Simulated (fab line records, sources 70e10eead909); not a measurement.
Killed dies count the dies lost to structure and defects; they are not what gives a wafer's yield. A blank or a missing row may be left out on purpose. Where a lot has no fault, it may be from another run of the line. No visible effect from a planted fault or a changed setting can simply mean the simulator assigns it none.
Comparing a struck lot with a sound one / flow nand harc / 15 steps out of a route of 1159
Sound: the wafers L394.1, L394.4, L394.5. Struck: wafer L408.4; the same lot's L408.5 was not struck, so it is left out; see the end for the cause.
For every step that has rows: the tool of each side, followed by ch and its chambers, followed by its first start. Under that, the readings that differ: sound wafers / struck wafers / difference of the means / sigmas: that difference in standard deviations of wafers without a fault.
alike: words and numbers the same on both sides, and readings whose means are apart by under 2 such deviations; not compared: readings that were withheld, readings missing a value for some wafer, numbers with overlapping values and no deviation given by the record, and bounds like >300 which may hide the same value.
A row with sigmas, a row that says differs or no value, or rows on one side alone: a step with any of these is where the two part. Non-overlapping numbers with no deviation appear without sigmas and do not part them. Lack of a reading on every wafer of one side parts them only where that side has two or more wafers.

first, 2 steps without rows for these wafers: NHARC_A_CONTACT_STRIP_104 (strips in CF4/CHF3); NHARC_A_CONTACT_STRIP_105 (strips in O2/COS).
NHARC_A_CONTACT_ETCH_106: etches the open film in CF4/O2, target depth 60 nm, overetch 6 nm, time 33 s.
  sound on rie diel-03 ch 1,2,3, day 18 15:11; struck on rie diel-07 ch 3, day 22 07:34
  alike: bias w, drypump motor current A, mfc ar sccm, oes product au, rf vpp V, showerhead plenum p Torr, throttle valve pct
  not compared: rf hours counter h
NHARC_A_CONTACT_STRIP_82: strips in O2.
  sound: rie diel-03 ch 2,3; struck: rie diel-07 ch 0
  alike: drypump motor current A, mfc ar sccm, oes product au, rf vpp V, showerhead plenum p Torr, throttle valve pct
  not compared: rf hours counter h
then, 1 step without rows for these wafers: NHARC_A_CONTACT_STRIP_83 (strips in post etch residue remover, time 600 s).
NHARC_A_CONTACT_DEP_84: deposits aC, target thk 2000 nm.
  sound on acl dep-02 ch 0, day 18 19:59; struck on acl dep-02 ch 0, day 22 09:08
  alike: throttle valve pct
NHARC_A_CONTACT_DEP_85: deposits SiON, target thk 50 nm.
  sound on pecvd-02 ch 0,1,2, day 18 21:16; struck on pecvd-03 ch 1, day 22 09:52
  alike: heater power outer w, heater power w
then, 5 steps without rows for these wafers: NHARC_A_CONTACT_DEHYDRATE_00 (time 120 s); NHARC_A_CONTACT_HMDS_01 (time 30 s); NHARC_A_CONTACT_COAT_86 (time 75 s); NHARC_A_CONTACT_COAT_87 (time 65 s); NHARC_A_CONTACT_COAT_02 (resist thk 90 nm).
NHARC_A_CONTACT_SOFTBAKE_03: time 55 s.
  sound on litho track-04 ch 0, day 18 21:00; struck on litho track-01 ch 0, day 22 10:00
reading=heater power total W (W); sound=188.33 188.43 188.72; struck=222.98; difference=+34.49; sigmas=+99 or more
  alike: chill plate temp C
  not compared: plate temp C
then, 2 steps without rows for these wafers: NHARC_A_CONTACT_EBR_04; NHARC_END_SORT_01.

WHERE THEY PART
NHARC_A_CONTACT_SOFTBAKE_03 only, going by this record.

WHY: the cause the simulator had injected
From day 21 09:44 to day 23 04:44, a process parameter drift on litho track-01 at NHARC_A_CONTACT_SOFTBAKE_03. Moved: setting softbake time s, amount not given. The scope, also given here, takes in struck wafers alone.
